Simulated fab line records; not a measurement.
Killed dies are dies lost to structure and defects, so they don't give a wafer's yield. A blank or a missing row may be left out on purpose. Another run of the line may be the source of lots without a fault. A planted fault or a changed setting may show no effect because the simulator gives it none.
Which tool was responsible?	flow nand_harc	72 wafers from 24 lots sampled at 6 of the route's 1159 steps

WHAT THE GAUGES READ, wafer by wafer
The record lacks any reading of a measuring or inspecting step that a usual standard deviation could be used to judge.

WHICH TOOL RAN EACH LOT (tool, then ch and the chambers of the sampled wafers, then the start)
lot	NHARC_P_CONTACT_DESCUM_17	NHARC_P_CONTACT_ALD_22	NHARC_P_M0_PVD_20	NHARC_P_M0_DEP_32	NHARC_P_M1_PRE_CLEAN_30	NHARC_P_M2_PVD_21
L075	rie_diel-04 ch 0,1,3, day 5 15:13	ald_metal-02 ch 0,1,2, day 5 17:06	pvd_sputter-01, day 5 23:08 or earlier	pecvd-02 ch 0,2, day 5 23:08	pvd_sputter-01, no start	pvd_sputter-03, no start
L074	rie_diel-13 ch 1,2,3, day 5 16:49	ald_metal-01 ch 0,1,2, day 5 18:55	pvd_sputter-01, day 6 04:26 or earlier	pecvd-02 ch 0,1,2, day 6 04:26	pvd_sputter-03, no start	pvd_sputter-01, no start
L077	rie_diel-09 ch 0,3, day 6 03:22	ald_metal-01 ch 1,2,3, day 6 05:17	pvd_sputter-01, day 6 15:32 or earlier	pecvd-02 ch 1,2, day 6 15:32	pvd_sputter-03, no start	pvd_sputter-03, no start
L076	rie_diel-04 ch 1,2,3, day 6 03:41	ald_metal-04 ch 0,1,2, day 6 05:32	pvd_sputter-03, day 6 16:05 or earlier	pecvd-01 ch 1,2, day 6 16:05	pvd_sputter-02, no start	pvd_sputter-02, no start
L078	rie_diel-04 ch 1,3, day 6 13:46	ald_metal-02 ch 2,3, day 6 15:45	pvd_sputter-02, day 6 20:49 or earlier	pecvd-03 ch 0,1, day 6 20:49	pvd_sputter-01, no start	pvd_sputter-01, no start
L079	rie_diel-04 ch 1,3, day 6 15:43	ald_metal-04 ch 0,2,3, day 6 17:44	pvd_sputter-01, day 6 22:43 or earlier	pecvd-03 ch 0,1, day 6 22:43	pvd_sputter-03, no start	pvd_sputter-03, no start
L080	rie_diel-04 ch 0,2,3, day 7 07:45	ald_metal-02 ch 0,1,2, day 7 09:35	pvd_sputter-03, day 7 17:51 or earlier	pecvd-03 ch 0,1,2, day 7 17:51	pvd_sputter-02, no start	pvd_sputter-01, no start
L081	rie_diel-04 ch 0,1,3, day 7 08:53	ald_metal-01 ch 1,2,3, day 7 10:43	pvd_sputter-03, day 7 18:29 or earlier	pecvd-03 ch 0,1,2, day 7 18:29	pvd_sputter-03, no start	pvd_sputter-01, no start
L082	rie_diel-04 ch 1,2,3, day 7 15:34	ald_metal-01 ch 0,2,3, day 7 17:41	pvd_sputter-03, day 7 23:02 or earlier	pecvd-02 ch 0,2, day 7 23:02	pvd_sputter-03, no start	pvd_sputter-01, no start
L083	rie_diel-13 ch 1,2,3, day 7 21:49	ald_metal-01 ch 2,3, day 7 23:43	pvd_sputter-03, day 8 07:37 or earlier	pecvd-03 ch 0,1,2, day 8 07:37	pvd_sputter-03, no start	pvd_sputter-01, no start
L084	rie_diel-13 ch 0,1,2, day 8 06:16	ald_metal-04 ch 1,2, day 8 08:07	pvd_sputter-03, day 8 13:08 or earlier	pecvd-01 ch 1,2, day 8 13:08	pvd_sputter-02, no start	pvd_sputter-02, no start
L086	rie_diel-04 ch 0,1, day 8 18:47	ald_metal-01 ch 0,1, day 8 20:38	pvd_sputter-01, day 9 06:04 or earlier	pecvd-03 ch 1,2, day 9 06:04	pvd_sputter-01, no start	pvd_sputter-02, no start
L085	rie_diel-13 ch 2,3, day 8 19:43	ald_metal-04 ch 1,2,3, day 8 21:35	pvd_sputter-02, day 9 06:26 or earlier	pecvd-03 ch 1,2, day 9 06:26	pvd_sputter-02, no start	pvd_sputter-01, no start
L088	rie_diel-13 ch 1,3, day 8 21:02	ald_metal-01 ch 0,2, day 8 22:56	pvd_sputter-03, day 9 07:12 or earlier	pecvd-01 ch 1,2, day 9 07:12	pvd_sputter-01, no start	pvd_sputter-02, no start
L087	rie_diel-13 ch 0,2,3, day 9 01:14	ald_metal-04 ch 0,1,3, day 9 03:04	pvd_sputter-01, day 9 08:17 or earlier	pecvd-03 ch 0,1, day 9 08:17	pvd_sputter-02, no start	pvd_sputter-01, no start
L089	rie_diel-04 ch 0,1,3, day 9 08:11	ald_metal-04 ch 0,2,3, day 9 10:02	pvd_sputter-03, day 9 15:04 or earlier	pecvd-01 ch 0,1,2, day 9 15:04	pvd_sputter-01, no start	pvd_sputter-02, no start
L090	rie_diel-04 ch 0,2,3, day 9 09:40	ald_metal-01 ch 0,3, day 9 11:29	pvd_sputter-02, day 9 16:30 or earlier	pecvd-03 ch 1,2, day 9 16:30	pvd_sputter-03, no start	pvd_sputter-01, no start
L092	rie_diel-13 ch 0,2, day 9 21:55	ald_metal-02 ch 1,2,3, day 9 23:49	pvd_sputter-01, day 10 12:25 or earlier	pecvd-02 ch 0,1,2, day 10 12:25	pvd_sputter-01, no start	pvd_sputter-02, no start
L091	rie_diel-04 ch 0,1,2, day 9 22:27	ald_metal-04 ch 0,3, day 10 00:23	pvd_sputter-03, day 10 12:49 or earlier	pecvd-01 ch 0,1,2, day 10 12:49	pvd_sputter-02, no start	pvd_sputter-02, no start
L093	rie_diel-09 ch 1,2,3, day 10 02:39	ald_metal-04 ch 0,2,3, day 10 04:35	pvd_sputter-03, day 10 14:32 or earlier	pecvd-02 ch 0,2, day 10 14:32	pvd_sputter-01, no start	pvd_sputter-03, no start
L094	rie_diel-13 ch 0,1,3, day 10 13:12	ald_metal-01 ch 2,3, day 10 15:03	pvd_sputter-03, day 10 22:31 or earlier	pecvd-03 ch 0,2, day 10 22:31	pvd_sputter-02, no start	pvd_sputter-02, no start
L095	rie_diel-04 ch 0,1,2, day 10 17:57	ald_metal-01 ch 1,3, day 10 19:48	pvd_sputter-01, day 11 05:23 or earlier	pecvd-02 ch 0,1,2, day 11 05:23	pvd_sputter-01, no start	pvd_sputter-03, no start
L097	rie_diel-04 ch 1,2,3, day 11 02:07	ald_metal-04 ch 0,1,3, day 11 03:57	pvd_sputter-02, day 11 09:23 or earlier	pecvd-02 ch 1,2, day 11 09:23	pvd_sputter-01, no start	pvd_sputter-01, no start
L096	rie_diel-13 ch 0,1,2, day 11 02:27	ald_metal-02 ch 0,2,3, day 11 04:17	pvd_sputter-03, day 11 09:36 or earlier	pecvd-03 ch 0,1,2, day 11 09:36	pvd_sputter-03, no start	pvd_sputter-01, no start
- NHARC_P_CONTACT_DESCUM_17: chemistry O2, time 3 s.
- NHARC_P_CONTACT_ALD_22: deposits TiN, target thk 3 nm, pulse time 1 s, ald cycles 150.
- NHARC_P_M0_PVD_20: deposits TaN, target thk 5 nm, time 8.06 s.
- NHARC_P_M0_DEP_32: deposits SiCN, target thk 30 nm.
- NHARC_P_M1_PRE_CLEAN_30: time 30 s.
- NHARC_P_M2_PVD_21: deposits Cu, target thk 30 nm, time 20.49 s.

AS READ BY THE TOOLS THEMSELVES (means over the sampled wafers that have a number; for cases with no such wafer, the mark the record gives instead)
NHARC_P_CONTACT_DESCUM_17. Usual: chamber_pressure_mTorr 60.00 mTorr, standard deviation 0.055; drypump_motor_current_A 5.6 A, standard deviation 0.4; oes_product_au 0.999 a.u., standard deviation 0.0068; rf_vpp_V 57.8 V, standard deviation 0.76; showerhead_plenum_p_Torr 1.91 Torr, standard deviation 0.07; throttle_valve_pct 11.312 %, standard deviation 0.0099.
lot	tool	chamber_pressure_mTorr (mTorr)	drypump_motor_current_A (A)	oes_product_au (a.u.)	rf_vpp_V (V)	showerhead_plenum_p_Torr (Torr)	throttle_valve_pct (%)	flag
L075	rie_diel-04	60.04	5.4	1.002	58.4	1.88	11.317	
L074	rie_diel-13	59.97	5.7	1.000	58.0	1.91	11.304	
L077	rie_diel-09	60.03	5.2	1.002	57.6	1.88	11.321	
L076	rie_diel-04	60.03	5.7	0.992	57.8	1.90	11.305	
L078	rie_diel-04	59.94	5.7	0.998	58.0	1.83	11.317	
L079	rie_diel-04	60.01	5.3	1.005	57.8	1.89	11.324	
L080	rie_diel-04	59.98	5.8	1.000	58.1	1.90	11.309	
L081	rie_diel-04	60.00	5.4	1.002	57.5	1.88	11.299	
L082	rie_diel-04	60.03	5.7	0.995	57.5	1.90	11.314	
L083	rie_diel-13	59.99	5.7	0.996	57.7	1.91	11.305	
L084	rie_diel-13	60.05	5.5	1.005	57.5	1.91	11.298	
L086	rie_diel-04	60.05	5.1	0.994	57.6	1.93	11.313	
L085	rie_diel-13	60.01	5.5	1.004	57.8	1.87	11.311	
L088	rie_diel-13	59.94	5.9	0.997	58.0	1.96	11.314	
L087	rie_diel-13	60.00	5.6	1.003	57.8	1.91	11.313	
L089	rie_diel-04	60.03	5.4	1.006	57.6	1.88	11.316	
L090	rie_diel-04	59.99	5.8	0.994	57.8	1.89	11.307	
L092	rie_diel-13	59.96	5.3	0.992	57.2	1.87	11.328	
L091	rie_diel-04	59.94	5.5	0.999	57.6	1.94	11.304	
L093	rie_diel-09	60.04	5.1	1.004	58.6	1.86	11.303	
L094	rie_diel-13	59.98	5.8	0.993	57.7	1.96	11.307	
L095	rie_diel-04	59.98	5.5	1.007	57.4	1.94	11.308	
L097	rie_diel-04	60.03	5.6	0.998	57.8	1.90	11.313	
L096	rie_diel-13	60.03	5.5	0.997	57.9	1.91	11.311	

NHARC_P_CONTACT_ALD_22. Usual: heater_power_w 1125 W, standard deviation 100; precursor_pulse_height_rel 0.998, standard deviation 0.018.
lot	tool	heater_power_w (W)	precursor_pulse_height_rel	flag
L075	ald_metal-02	1041	1.004	
L074	ald_metal-01	1071	0.999	
L077	ald_metal-01	1085	0.972	
L076	ald_metal-04	1202	0.999	
L078	ald_metal-02	1075	1.011	
L079	ald_metal-04	1230	0.980	
L080	ald_metal-02	1040	1.000	
L081	ald_metal-01	1087	0.997	
L082	ald_metal-01	1113	1.004	
L083	ald_metal-01	1128	0.979	
L084	ald_metal-04	1147	0.986	
L086	ald_metal-01	1028	1.013	
L085	ald_metal-04	1134	0.995	
L088	ald_metal-01	1084	0.999	
L087	ald_metal-04	1222	0.998	
L089	ald_metal-04	1236	0.988	
L090	ald_metal-01	1128	0.975	
L092	ald_metal-02	1097	1.004	
L091	ald_metal-04	1233	1.016	
L093	ald_metal-04	1225	1.006	
L094	ald_metal-01	1156	0.996	
L095	ald_metal-01	1137	0.998	
L097	ald_metal-04	1255	0.999	
L096	ald_metal-02	1026	1.027	

NHARC_P_M0_PVD_20. Usual: throttle_valve_pct at 29.8 %, with a standard deviation of 1.1.
lot	tool	throttle_valve_pct (%)	flag
L075	pvd_sputter-01	30.2	
L074	pvd_sputter-01	28.9	
L077	pvd_sputter-01	30.9	
L076	pvd_sputter-03	30.0	
L078	pvd_sputter-02	30.7	
L079	pvd_sputter-01	30.2	
L080	pvd_sputter-03	30.3	
L081	pvd_sputter-03	29.8	
L082	pvd_sputter-03	30.0	
L083	pvd_sputter-03	29.5	
L084	pvd_sputter-03	30.0	
L086	pvd_sputter-01	28.5	
L085	pvd_sputter-02	30.4	
L088	pvd_sputter-03	30.2	
L087	pvd_sputter-01	28.8	
L089	pvd_sputter-03	30.0	
L090	pvd_sputter-02	30.5	
L092	pvd_sputter-01	29.6	
L091	pvd_sputter-03	29.7	
L093	pvd_sputter-03	29.7	
L094	pvd_sputter-03	30.2	
L095	pvd_sputter-01	28.5	
L097	pvd_sputter-02	30.1	
L096	pvd_sputter-03	30.2	

NHARC_P_M0_DEP_32. Usual: heater_power_w at 551 W, with a standard deviation of 78.
lot	tool	heater_power_w (W)	flag
L075	pecvd-02	466	
L074	pecvd-02	537	
L077	pecvd-02	531	
L076	pecvd-01	604	
L078	pecvd-03	586	
L079	pecvd-03	566	
L080	pecvd-03	545	
L081	pecvd-03	549	
L082	pecvd-02	518	
L083	pecvd-03	531	
L084	pecvd-01	522	
L086	pecvd-03	588	
L085	pecvd-03	526	
L088	pecvd-01	617	
L087	pecvd-03	620	
L089	pecvd-01	570	
L090	pecvd-03	534	
L092	pecvd-02	530	
L091	pecvd-01	551	
L093	pecvd-02	554	
L094	pecvd-03	505	
L095	pecvd-02	552	
L097	pecvd-02	638	
L096	pecvd-03	506	

NHARC_P_M1_PRE_CLEAN_30. Usual: heater_power_w at 397 W, with a standard deviation of 25.
lot	tool	heater_power_w (W)	flag
L075	pvd_sputter-01	373	
L074	pvd_sputter-03	420	
L077	pvd_sputter-03	415	
L076	pvd_sputter-02	386	
L078	pvd_sputter-01	372	
L079	pvd_sputter-03	413	
L080	pvd_sputter-02	383	
L081	pvd_sputter-03	419	
L082	pvd_sputter-03	412	
L083	pvd_sputter-03	414	
L084	pvd_sputter-02	379	
L086	pvd_sputter-01	386	
L085	pvd_sputter-02	384	
L088	pvd_sputter-01	380	
L087	pvd_sputter-02	377	
L089	pvd_sputter-01	403	
L090	pvd_sputter-03	418	
L092	pvd_sputter-01	409	
L091	pvd_sputter-02	377	
L093	pvd_sputter-01	375	
L094	pvd_sputter-02	393	
L095	pvd_sputter-01	368	
L097	pvd_sputter-01	405	
L096	pvd_sputter-03	410	

NHARC_P_M2_PVD_21. Usual: throttle_valve_pct at 29.7 %, with a standard deviation of 1.1.
lot	tool	throttle_valve_pct (%)	flag
L075	pvd_sputter-03	29.6	
L074	pvd_sputter-01	28.9	
L077	pvd_sputter-03	29.5	
L076	pvd_sputter-02	30.4	
L078	pvd_sputter-01	30.2	
L079	pvd_sputter-03	30.0	
L080	pvd_sputter-01	28.8	
L081	pvd_sputter-01	28.5	
L082	pvd_sputter-01	28.8	
L083	pvd_sputter-01	29.2	
L084	pvd_sputter-02	29.9	
L086	pvd_sputter-02	30.2	
L085	pvd_sputter-01	30.3	
L088	pvd_sputter-02	31.0	
L087	pvd_sputter-01	28.9	
L089	pvd_sputter-02	30.4	
L090	pvd_sputter-01	30.4	
L092	pvd_sputter-02	30.6	
L091	pvd_sputter-02	30.4	
L093	pvd_sputter-03	29.4	
L094	pvd_sputter-02	30.2	
L095	pvd_sputter-03	29.3	
L097	pvd_sputter-01	28.4	
L096	pvd_sputter-01	28.8	

THE ANSWER, worked out from the rows above alone
Rule: take the mean of a lot's wafers that have a number; if it is more than 3 standard deviations from the usual mean, the lot is off. A lot without any number at a reading at which 4 lots or more have one is off too. Where the step has rows for the other lots, those lots are counted as sound. The gauges are gone through in route order, then the tools' own readings, and for those a lot's mean is taken as printed above. The first step at which some lot is off is used, and at that step the reading that is off furthest; a lot without a number counts as furthest.
No lot is off on any of the readings shown, so nothing can be concluded from this.

WHAT WAS PUT IN BY THE SIMULATOR
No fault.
